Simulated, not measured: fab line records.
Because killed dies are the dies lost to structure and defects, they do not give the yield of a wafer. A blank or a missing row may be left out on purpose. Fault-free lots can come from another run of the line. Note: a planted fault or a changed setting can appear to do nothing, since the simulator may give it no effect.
Chamber matching ; flow nand harc ; NHARC_A_WL_FILL_ALD_10 on ald hk-01 has 4 sister chambers
The step deposits SiO2, target thk 50 nm, pulse time 10 s, ald cycles 500. 14 wafers are shown with their chamber, then 7 later ones without.

== WAFERS WITH THEIR CHAMBER ==
wafer;chamber;heater power w (W);precursor pulse height rel
L074.2;2;430;0.977
L074.1;0;511;1.011
L074.6;2;438;0.990
L078.2;2;434;1.005
L078.3;3;424;1.009
L078.6;2;429;1.005
L080.3;2;417;1.000
L080.5;3;411;0.972
L080.6;2;424;0.995
L090.3;2;418;0.993
L090.2;0;510;1.026
L090.6;1;405;1.022
L091.3;1;411;1.022
L091.2;2;424;0.992

SIGNATURES, as means of the wafers listed above
reading;chamber 0;chamber 1;chamber 2;chamber 3;scatter within a chamber
heater power w;510.50;408.00;426.75;417.50;6.96
precursor pulse height rel;1.01850;1.02200;0.99462;0.99050;0.0118
Rule: a wafer lies at a distance from a chamber equal to the root of the sum of squares, over the readings, of (its reading less the chamber's mean, divided by the reading's scatter). The wafer belongs to the nearest chamber; if the next one is less than 2 further off, it can't be placed. The scatter: take each reading less its chamber's mean, square it, sum over the shown wafers, divide by the number of wafers less the number of chambers, and take the root.

== WAFERS WITH NO CHAMBER GIVEN ==
wafer;heater power w (W);precursor pulse height rel
L091.6;422;0.986
L093.3;415;0.980
L093.2;515;1.013
L093.5;423;0.989
L097.2;405;1.012
L097.4;416;1.028
L097.5;405;1.020

== WHICH CHAMBER EACH WENT THROUGH ==
wafer;from the rows above;in truth
L091.6;can't be placed: 3 or 2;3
L093.3;can't be placed: 3 or 2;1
L093.2;0;0
L093.5;can't be placed: 2 or 3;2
L097.2;can't be placed: 1 or 3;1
L097.4;can't be placed: 1 or 3 or 2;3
L097.5;1;1
Correct placement for 2 of the 7. Not placeable from these rows: 5 (in 4, the candidates include the true chamber). 0 placed wrongly.
